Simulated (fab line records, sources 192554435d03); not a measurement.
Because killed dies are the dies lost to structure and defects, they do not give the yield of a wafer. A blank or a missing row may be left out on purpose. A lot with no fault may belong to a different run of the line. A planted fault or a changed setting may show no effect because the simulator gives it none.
8D (eight disciplines) problem report, filled in by code | flow n5 finfet | the parts of the form that need people (team, actions taken, sign-off) are left out

1. WHAT WENT WRONG
At N5_BEOL_M1_ETCH_70, bias w averages 169.8 W over 6 wafers from 2 lots, while fault-free wafers read 150.0 W, standard deviation 0.44. That puts it +45 standard deviations away from the usual mean.
The step: etches SOC in N2/H2, target depth 80 nm, overetch 16 nm, time 120 s.
Earliest sighting: wafer L801.2 on rie diel-01 at day 11 07:01. Wafers with a number at this step in the record: 18, from 6 lots. Rule for "out", or "out of limits": more than 4 standard deviations from the usual mean. Any other wafer with a number is counted as sound.

2. WHAT IT IS, WHAT IT ISN'T
question                    | is                     | is not
which readings at this step | bias w, rf vpp V       | drypump motor current A, oes product au, showerhead plenum p Torr, throttle valve pct
which lots                  | L801, L803             | L785, L786, L792, L805
which wafers of those lots  | all that have a number | -
read on which tools         | rie diel-01            | rie diel-03
when                        | from day 11 07:01      | up to then (9 sound wafers); but 3 sound wafers of L805 came after

3. WHAT RULES OUT EACH SUSPECT
Counting: a tool at any process step up to the reading remains a suspect when it ran all the lots that are out and ran no sound lot after the first of those.
- rie diel-01 at N5_BEOL_M1_ETCHBACK_99 (etches SiO2 in CHF3, target depth 5 nm, time 10.4 s): kept. It processed each lot that is out, first L801 at day 11 06:58, and no sound lot thereafter; up to then, the last sound lot it processed was L786 at day 7 14:46.
- rie diel-01 at N5_BEOL_M1_ETCH_70 (etches SOC in N2/H2, target depth 80 nm, overetch 16 nm, time 120 s): kept. It processed each lot that is out, first L801 at day 11 07:01, and no sound lot thereafter; up to then, the last sound lot it processed was L786 at day 7 14:49. Its own bias w, rf vpp V readings are out on those wafers.
The count leaves rie diel-01 at N5_BEOL_M1_ETCH_70 and rie diel-01 at N5_BEOL_M1_ETCHBACK_99.

4. THE CAUSE (what the simulator had put in)
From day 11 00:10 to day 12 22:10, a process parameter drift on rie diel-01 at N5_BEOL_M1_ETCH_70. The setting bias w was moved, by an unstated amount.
Counting left 2 suspects, and this tool is among them.

5. THE EFFECT CHAIN, in route order
Rows list readings where the struck wafers' mean (over those with a number) sits beyond 3 standard deviations from the usual. Only readings whose record carries a usual standard deviation are examined. hours: median over the lots of the time between each lot's start at the first step of this table that gives one and its start at this step. sigmas: the change, counted in usual standard deviations.
hours | step               | reading  | usual   | on struck wafers | change | sigmas
0     | N5_BEOL_M1_ETCH_70 | bias w   | 150.0 W | 169.8            | +19.8  | +45
0     | N5_BEOL_M1_ETCH_70 | rf vpp V | 524.6 V | 567.9            | +43.2  | +14
Process steps it contains:
- N5_BEOL_M1_ETCH_70: etches SOC in N2/H2, target depth 80 nm, overetch 16 nm, time 120 s.
At these later measuring or inspecting steps, every struck wafer for which the step has a row has a number for every such reading, and none has moved that far: N5_BEOL_M4_RC_MEAS_101.

6. WHAT WOULD HAVE CAUGHT IT SOONER
The fault began at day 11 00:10; the first out-of-limits reading in this record came at day 11 07:01, 7 hours later.
